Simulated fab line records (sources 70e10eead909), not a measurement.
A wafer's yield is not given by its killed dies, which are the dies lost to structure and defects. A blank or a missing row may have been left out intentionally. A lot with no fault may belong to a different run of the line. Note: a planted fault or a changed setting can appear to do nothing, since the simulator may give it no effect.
fab line records    flow nand-harc
[record] lots = 6  wafers = 17  last-day = 23
route steps=1159 shown P_CONTACT@236 END@1159
lots untouched by any fault: they come from a run of this same line in which no faults occurred
start-h: the number of hours between the record's first day and the start of the first shown wafer of the lot    wait-h: hours from the lot's prior step to this one    " repeats the value in the row above    L1.1+2: several wafers, shown together as one row    - no value present, or no start provided    * or withheld: withheld    < > ~ a bound
route shown NAME@n: a module of which the file shows steps, and the number in the route of the first    usual: the fault-free wafers' mean and standard deviation    same: alike in all rows    chamber/n: place in a boat    sites: the reading at each site    _std_site: standard deviation of those values    _edge_site: mean of outer sites minus mean of inner sites    radius-mm: how far each site lies from the wafer's centre    mask NAME#n: copy n    behind: the most recent tool/chamber to have shaped the wafer    hold: cause of the lot's hold/its duration in hours/its outcome    device: which transistor (n, p or np) failed to switch    end of line: the tests these same wafers got at the end of their route    a step given without rows: its recipe and nothing more    killed: not the wafer's yield, but the dies lost to structure and defects at the first sort    map: a wafer's dies, marking killed ones x, the rest . and places with no die _
set.NAME: the setting that was run; set.NAME@STEP: the one run at that earlier step    model.NAME: the simulator's own value behind a step, which no gauge read
lots at some steps of the route; a table a step, a row a wafer
services: when a tool's chamber went out of use (start-h, in hours from the record's first day, below 0 if earlier), for how many hours, and the reason
[[steps]]
[step NHARC_P_CONTACT_ETCH_35]
[recipe] target-depth-a = 390  over-etch-frac = 0.3  time-s = 65  ion-energy-ev = 80  cf4-flow-sccm = 150  ar-flow-sccm = 0  rf-w = 300  bias-w = 100  chemistry = CF4
[usual] drypump-motor-current-A = 5.7/0.36  oes-product-au = 1.000/0.018  rf-vpp-V = 151.9/1.1  showerhead-plenum-p-Torr = 1.82/0.055  throttle-valve-pct = 13.285/0.0086
lot.wafer  tool         chamber  start-h  wait-h  drypump-motor-current-A  oes-product-au  rf-hours-counter-h  rf-vpp-V  showerhead-plenum-p-Torr  throttle-valve-pct
L753.1     rie-diel-07  1        115.93   0.1     5.3                      0.995           6                   150.9     1.72                      13.281
L753.6     "            2        "        "       5.3                      1.019           -                   152.0     1.82                      13.291
L753.5     "            3        "        "       5.3                      1.006           -                   151.8     1.77                      13.281
L754.3     rie-diel-07  2        118.95   0.1     5.3                      1.016           5                   151.2     1.82                      13.280
L754.6     "            0        "        "       5.5                      0.991           -                   151.8     1.78                      13.291
L754.5     "            1        "        "       5.4                      1.010           -                   152.4     1.72                      13.300
L760.2     rie-diel-07  0        155.66   0.1     5.5                      0.993           10                  150.4     1.78                      13.275
L760.1     "            1        "        "       5.3                      0.985           10                  152.2     1.72                      13.289
L760.5     "            1        "        "       5.3                      0.990           -                   150.7     1.72                      13.305
L763.1     rie-diel-13  0        185.11   0.1     6.0                      0.985           6                   152.0     1.85                      13.286
L763.4     "            1        "        "       5.6                      1.031           6                   150.8     1.84                      13.277
L763.5     "            3        "        "       6.4                      0.974           -                   150.8     1.88                      13.288
L767.4     rie-diel-13  3        202.59   0.1     6.3                      1.000           8                   151.3     1.88                      13.286
L767.1     "            0        "        "       6.0                      0.997           8                   152.6     1.85                      13.279
L771.3     rie-diel-07  0        221.62   0.1     5.5                      1.004           18                  151.9     1.78                      13.284
L771.4     "            1        "        "       5.3                      0.994           18                  149.9     1.72                      13.283
L771.2     "            3        "        "       5.3                      1.008           17                  150.6     1.77                      13.274
[step NHARC_P_CONTACT_ETCH_36]
[recipe] target-depth-a = 2600  over-etch-frac = 0.25  time-s = 406.25  ion-energy-ev = 200  n2-flow-sccm = 150  h2-flow-sccm = 150  ar-flow-sccm = 0  rf-w = 400  bias-w = 150  chemistry = N2/H2
[step NHARC_P_CONTACT_ETCH_18]
[recipe] target-depth-a = 4810  time-s = 240.5  c4f8-flow-sccm = 20  o2-flow-sccm = 10  ar-flow-sccm = withheld  rf-w = 600  bias-w = 1500  chemistry = C4F8/O2/Ar
[step NHARC_P_CONTACT_STRIP_37]
[recipe] c4f8-flow-sccm = withheld  o2-flow-sccm = 8  ar-flow-sccm = withheld  bias-w = 0  chemistry = C4F8/O2/Ar
[step NHARC_P_CONTACT_ETCH_31]
[recipe] target-depth-a = 300  time-s = 85.7  ion-energy-ev = 120  over-etch-frac = 1  ch3f-flow-sccm = 50  o2-flow-sccm = 30  ar-flow-sccm = 200  rf-w = 500  bias-w = 100  chemistry = CH3F/O2
[usual] drypump-motor-current-A = 5.7/0.35  oes-product-au = 0.983/0.021  rf-vpp-V = 245.3/1.3  showerhead-plenum-p-Torr = 2.53/0.077  throttle-valve-pct = 20.662/0.0091
lot.wafer  tool         chamber  start-h  wait-h  drypump-motor-current-A  oes-product-au  rf-hours-counter-h  rf-vpp-V  showerhead-plenum-p-Torr  throttle-valve-pct
L753.1     rie-diel-07  0        -        -       5.5                      0.978           6                   245.9     2.47                      20.661
L753.5     "            3        "        "       5.4                      1.004           -                   245.7     2.46                      20.668
L753.6     "            0        "        "       5.5                      0.973           -                   243.2     2.47                      20.667
L754.3     rie-diel-07  3        -        -       5.4                      0.990           6                   244.9     2.46                      20.663
L754.6     "            2        "        "       5.4                      1.004           -                   245.3     2.53                      20.656
L754.5     "            3        "        "       5.3                      0.990           -                   243.7     2.46                      20.670
L760.1     rie-diel-07  3        -        -       5.4                      0.998           10                  245.5     2.46                      20.657
L760.2     "            1        "        "       5.3                      0.982           10                  243.4     2.39                      20.658
L760.5     "            2        "        "       5.3                      1.016           -                   244.9     2.53                      20.678
L763.1     rie-diel-13  1        -        -       5.7                      1.009           6                   245.9     2.57                      20.653
L763.4     "            2        "        "       5.6                      0.950           5                   246.9     2.60                      20.668
L763.5     "            0        "        "       6.0                      0.956           -                   245.6     2.58                      20.668
L767.1     rie-diel-13  0        -        -       6.0                      0.986           8                   245.6     2.58                      20.654
L767.4     "            1        "        "       5.6                      1.012           7                   246.0     2.57                      20.671
L771.2     rie-diel-07  3        -        -       5.4                      1.004           17                  244.4     2.46                      20.658
L771.4     "            1        "        "       5.3                      0.984           18                  243.0     2.39                      20.659
L771.3     "            2        "        "       5.3                      1.027           17                  245.2     2.52                      20.667
[step NHARC_P_CONTACT_CD_MEAS_19]
[usual] cd-nm = 89.7/1.9
lot.wafer  tool       chamber  start-h  wait-h  cd-nm
L753.1     cd-sem-03  -        116.70   -       89.7
L753.5     "          -        "        "       85.1
L753.6     "          -        "        "       89.2
L754.3     cd-sem-03  -        119.73   -       90.6
L754.5     "          -        "        "       90.9
L754.6     "          -        "        "       88.4
L760.1     cd-sem-03  -        156.62   -       90.2
L760.2     "          -        "        "       93.8
L760.5     "          -        "        "       90.4
L763.1     cd-sem-03  -        185.88   -       90.8
L763.4     "          -        "        "       89.5
L763.5     "          -        "        "       89.5
L767.1     cd-sem-03  -        203.36   -       88.9
L767.4     "          -        "        "       88.6
L771.2     cd-sem-02  -        222.41   -       92.0
L771.3     "          -        "        "       93.1
L771.4     "          -        "        "       86.5
[step NHARC_P_CONTACT_STRIP_28]
[recipe] o2-flow-sccm = 500  ar-flow-sccm = 0  bias-w = 0  chemistry = O2
[usual] drypump-motor-current-A = 5.7/0.36  oes-product-au = 1.001/0.017  rf-vpp-V = 58.1/0.97  showerhead-plenum-p-Torr = 3.63/0.12  throttle-valve-pct = 17.036/0.0094
lot.wafer  tool         chamber  start-h  wait-h  drypump-motor-current-A  oes-product-au  rf-hours-counter-h  rf-vpp-V  showerhead-plenum-p-Torr  throttle-valve-pct
L753.1     rie-diel-13  2        116.81   0.1     5.6                      0.988           1                   59.2      3.73                      17.034
L753.5     "            0        "        "       6.0                      1.008           -                   58.0      3.70                      17.050
L753.6     "            1        "        "       5.7                      1.028           -                   56.9      3.68                      17.040
L754.3     rie-diel-13  2        119.83   0.1     5.6                      0.988           1                   59.2      3.73                      17.028
L754.6     "            0        "        "       6.0                      0.996           -                   57.7      3.70                      17.039
L754.5     "            1        "        "       5.7                      1.041           -                   57.6      3.68                      17.024
L760.1     rie-diel-04  3        156.71   0.1     5.2                      0.996           13                  57.9      3.41                      17.041
L760.2     "            1        "        "       5.8                      0.998           11                  58.5      3.80                      17.042
L760.5     "            3        "        "       5.3                      0.996           -                   56.5      3.41                      17.020
L763.1     rie-diel-07  1        185.98   0.1     5.3                      1.010           14                  57.6      3.43                      17.040
L763.4     "            3        "        "       5.4                      1.014           14                  57.7      3.53                      17.020
L763.5     "            0        "        "       5.5                      1.000           -                   58.6      3.54                      17.042
L767.4     rie-diel-07  0        203.47   0.1     5.5                      1.002           16                  57.4      3.54                      17.039
L767.1     "            1        "        "       5.3                      0.994           16                  58.4      3.43                      17.030
L771.2     rie-diel-07  2        222.52   0.1     5.3                      1.031           17                  58.6      3.62                      17.057
L771.3     "            3        "        "       5.4                      1.013           17                  58.4      3.53                      17.054
L771.4     "            0        "        "       5.5                      1.003           18                  57.6      3.54                      17.030
[step NHARC_P_CONTACT_STRIP_29]
[recipe] time-s = 1200  temp-c = 72.5  chemistry = post-etch-residue-remover
[step NHARC_P_CONTACT_DEGAS_38]
[recipe] temp-c = 300  time-s = 60
[usual] heater-power-w = 445/33  susceptor-temp-C = 299.99/0.18
lot.wafer  tool            chamber  start-h  wait-h  heater-power-w  susceptor-temp-C
L753.1     pvd-sputter-02  -        117.44   -       409             300.05
L753.5     "               -        "        "       432             299.60
L753.6     "               -        "        "       402             300.06
L754.3     pvd-sputter-03  -        120.46   -       433             299.97
L754.5     "               -        "        "       431             299.91
L754.6     "               -        "        "       497             300.20
L760.2     pvd-sputter-01  -        157.35   -       505             300.21
L760.1     "               -        "        "       466             300.12
L760.5     "               -        "        "       398             299.74
L763.1     pvd-sputter-03  -        186.60   -       486             300.01
L763.4     "               -        "        "       436             299.95
L763.5     "               -        "        "       439             300.18
L767.4     pvd-sputter-01  -        204.07   -       474             300.22
L767.1     "               -        "        "       482             300.07
L771.4     pvd-sputter-03  -        223.14   -       424             299.66
L771.3     "               -        "        "       421             300.02
L771.2     "               -        "        "       489             300.01
[step NHARC_P_CONTACT_PRE_CLEAN_39]
[recipe] time-s = 19.5  bias-v = 250  gas = Ar
[step NHARC_P_CONTACT_PVD_32]
[recipe] target-thk-a = 50  chamber-pressure-pa = 5  power-w = 5000  substrate-temp-c = 200  time-s = 17.7  material = Ti
[step NHARC_P_CONTACT_ALD_22]
[recipe] target-thk-a = 30  pulse-time-s = 1  ald-cycles = 150  temp-c = 450  material = TiN
[usual] heater-power-w = 1072/100  precursor-pulse-height-rel = 0.999/0.02  susceptor-temp-C = 450.03/0.26
lot.wafer  tool          chamber  start-h  wait-h  heater-power-w  precursor-pulse-height-rel  susceptor-temp-C
L753.1     ald-metal-01  3        117.72   -       947             1.011                       449.65
L753.5     "             0        "        "       1077            1.005                       449.77
L753.6     "             1        "        "       928             1.004                       450.07
L754.3     ald-metal-04  2        120.72   -       1196            1.010                       450.31
L754.6     "             0        "        "       1047            0.983                       450.12
L754.5     "             1        "        "       1195            1.006                       450.10
L760.2     ald-metal-04  0        157.59   -       1068            0.979                       449.77
L760.1     "             1        "        "       1195            0.962                       449.98
L760.5     "             3        "        "       955             1.002                       450.06
L763.4     ald-metal-01  1        186.84   -       923             0.996                       449.85
L763.1     "             3        "        "       966             1.001                       450.21
L763.5     "             2        "        "       1204            1.018                       450.23
L767.4     ald-metal-02  1        204.31   -       1097            0.986                       450.03
L767.1     "             2        "        "       1103            0.972                       450.08
L771.2     ald-metal-01  3        223.38   -       984             1.029                       450.25
L771.4     "             0        "        "       1081            1.053                       450.30
L771.3     "             2        "        "       1203            0.984                       450.11
[step NHARC_P_CONTACT_CVD_23]
[recipe] target-thk-a = 2000  temp-c = 300  pressure-torr = 40  wf6-flow-sccm = 40  h2-flow-sccm = 1600  ar-flow-sccm = 1560  time-s = 557  material = W
[usual] heater-power-w = 452/34  susceptor-temp-C = 299.99/0.2  throttle-valve-pct = 8.09/0.22
lot.wafer  tool      chamber  start-h  wait-h  heater-power-w  susceptor-temp-C  throttle-valve-pct
L753.1     cvd-w-02  1        122.38   -       463             300.09            7.87
L753.5     "         0        "        "       483             300.03            8.33
L753.6     "         1        "        "       461             300.16            7.72
L754.3     cvd-w-02  0        123.10   -       480             300.20            7.97
L754.6     "         1        "        "       461             300.22            8.06
L754.5     "         0        "        "       478             300.12            8.12
L760.2     cvd-w-01  1        157.78   -       477             299.74            7.95
L760.1     "         0        "        "       396             299.71            8.37
L760.5     "         0        "        "       394             299.99            7.91
L763.1     cvd-w-01  0        189.76   -       386             299.39            8.12
L763.4     "         0        "        "       399             299.64            8.26
L763.5     "         1        "        "       472             299.82            7.92
L767.1     cvd-w-01  1        211.21   -       490             300.06            8.06
L767.4     "         0        "        "       399             299.54            8.12
L771.2     cvd-w-02  1        224.91   -       436             299.90            7.75
L771.3     "         0        "        "       473             300.18            8.46
L771.4     "         1        "        "       439             300.03            7.64
[step NHARC_P_CONTACT_CMP_24]
[recipe] t-overpolish-s = 30  target-thk-nm = 200
[usual] motor-current-A = 12.3/1.1  overpolish-run-s = 30.000/0.0096  time-to-endpoint-s = 39.1/2.9
lot.wafer  tool    chamber  start-h  wait-h  motor-current-A  overpolish-run-s  time-to-endpoint-s
L753.1     cmp-04  3        122.94   0.5     10.9             30.007            38.4
L753.5     "       3        "        "       10.3             30.009            40.0
L753.6     "       0        "        "       12.8             29.986            41.7
L754.3     cmp-04  2        123.51   0.3     11.4             29.990            40.5
L754.6     "       1        "        "       13.4             30.010            37.0
L754.5     "       2        "        "       11.2             29.996            41.9
L760.1     cmp-04  0        158.45   0.5     12.4             30.029            39.5
L760.2     "       2        "        "       11.4             30.012            41.9
L760.5     "       3        "        "       10.4             29.984            35.9
L763.4     cmp-04  1        190.45   0.4     12.9             29.991            25.1
L763.1     "       2        "        "       10.6             29.998            44.5
L763.5     "       1        "        "       13.2             29.992            38.2
L767.1     cmp-03  1        211.80   0.5     10.6             30.000            39.7
L767.4     "       2        "        "       14.0             29.997            28.8
L771.4     cmp-03  2        225.48   0.3     14.5             30.000            41.7
L771.2     "       3        "        "       11.2             30.012            40.0
L771.3     "       1        "        "       10.5             30.008            39.1
[step NHARC_END_SORT_01]
[recipe] temp-c = 25
[usual] killed-at-array = 24/8.4  killed-at-other = 0.7/1.1  killed-at-periphery = 2.9/1.7  killed-dies = 27/8.6  killed-open = 3.3/1.8  killed-short = 1.8/1.4
[same] gross-dies = 677
lot.wafer  tool       chamber  start-h  wait-h  killed-at-array  killed-at-other  killed-at-periphery  killed-dies  killed-open  killed-short
L760.1     prober-01  0        478.75   2.5     26               1                1                    28           3            4
L760.2     prober-01  0        479.55   2.8     18               1                1                    20           2            1
L760.5     prober-01  0        481.92   3.7     10               1                4                    15           7            0
L763.1     prober-02  0        507.89   2.5     28               0                1                    29           2            1
L763.4     prober-02  0        510.29   3.4     23               1                3                    27           2            1
L763.5     prober-02  0        511.09   3.7     22               0                2                    24           2            2
// killed by level:class
L760.1 A_SLIT:chamber-film-flake=13 A_STAIRCASE:chamber-film-flake=3 A_WL_FILL:geometric-particle:short=2 A_CHANNEL_HOLE_D1:chamber-film-flake=2 A_CONTACT:chamber-film-flake=2 P_M0:geometric-particle:open=1 A_SGD_CUT:geometric-particle:short=1 A_SGD_CUT:geometric-particle:open=1
L760.2 A_SLIT:chamber-film-flake=8 A_CHANNEL_HOLE_D1:chamber-film-flake=4 A_STAIRCASE:chamber-film-flake=3 P_GATE:geometric-particle:short=1 A_WL_FILL:geometric-particle:open=1 A_CONTACT:geometric-particle:open=1 A_CONTACT:chamber-film-flake=1 THIN_TSV:chamber-film-flake=1
L760.5 A_SLIT:chamber-film-flake=5 P_M0:geometric-particle:open=3 P_CONTACT:geometric-particle:open=1 A_CHANNEL_FILL_D1:geometric-particle:open=1 A_CONTACT:geometric-particle:open=1 A_M0:geometric-particle:open=1 A_STAIRCASE:chamber-film-flake=1 A_CONTACT:chamber-film-flake=1
L763.1 A_SLIT:chamber-film-flake=14 A_CHANNEL_HOLE_D1:chamber-film-flake=7 A_CONTACT:chamber-film-flake=2 A_CHANNEL_HOLE_D1:geometric-particle:short=1 A_SGD_CUT:geometric-particle:open=1 A_CONTACT:geometric-particle:open=1 P_M1:chamber-film-flake=1 A_ZERO_WELL:chamber-film-flake=1
L763.4 A_SLIT:chamber-film-flake=13 A_CHANNEL_HOLE_D1:chamber-film-flake=3 A_STAIRCASE:chamber-film-flake=3 P_M1:chamber-film-flake=2 A_CONTACT:chamber-film-flake=2 P_M0:geometric-particle:open=1 A_WL_FILL:geometric-particle:short=1 STARTING-WAFER:geometric-particle:open=1
L763.5 A_SLIT:chamber-film-flake=8 A_CONTACT:chamber-film-flake=5 A_STAIRCASE:chamber-film-flake=3 P_GATE:geometric-particle:short=1 A_WL_FILL:geometric-particle:open=1 A_CONTACT:geometric-particle:open=1 A_BLC:geometric-particle:short=1 P_M1:chamber-film-flake=1
[[services]]
tool            chamber  start-h  hours  kind
rie-diel-04     0        95.90    7.0    repair
rie-diel-13     -        99.00    9.0    pm
ald-metal-01    -        102.00   10.0   pm
pvd-sputter-03  -        102.02   10.0   pm
cmp-04          -        105.01   4.0    pm
rie-diel-04     3        110.05   6.1    repair
rie-diel-04     -        111.99   9.0    pm
cvd-w-01        -        113.25   13.0   pm
ald-metal-01    -        129.47   2.4    repair
pvd-sputter-03  -        136.77   1.8    repair
rie-diel-13     3        146.36   1.2    repair
cmp-03          -        156.11   4.0    pm
pvd-sputter-01  -        158.00   10.0   pm
rie-diel-13     2        160.93   7.9    repair
cmp-03          -        171.35   2.6    repair
cvd-w-02        1        174.97   4.5    repair
rie-diel-07     0        187.91   1.2    repair
cvd-w-02        -        195.16   13.0   pm
cmp-04          -        198.58   2.2    repair
pvd-sputter-03  -        201.02   6.9    repair
cmp-04          -        202.03   1.2    repair
cmp-03          -        216.21   0.3    repair
cmp-03          -        223.91   0.5    repair
cmp-04          -        225.27   1.4    repair
[[key]]
[first-sign] step = NHARC_P_CONTACT_CMP_24  reading = time-to-endpoint-s  direction = down  sigmas = 4.2  usual = *  struck = *
effect none on later readings
met-at NHARC_P_CONTACT_CVD_23
struck-wafers L763.4,L767.4
tester-left-out L763,L767
[fault] kind = process-parameter-drift  tool = cvd-w-01  chamber = -  onset-h = 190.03  steps = NHARC_P_CONTACT_CVD_23  channel = target-thk-a  offset = *  shape = step  end-h = 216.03  scope = struck-wafers-only  acts-in = *  stated = *
// tester-left-out: of these lots the tester's yield and bins aren't shown, on N5 and GAA mostly nor the transistor test; their killed dies are dies lost to structure and defects alone, not to doping, threshold or leakage, so they don't give the yield
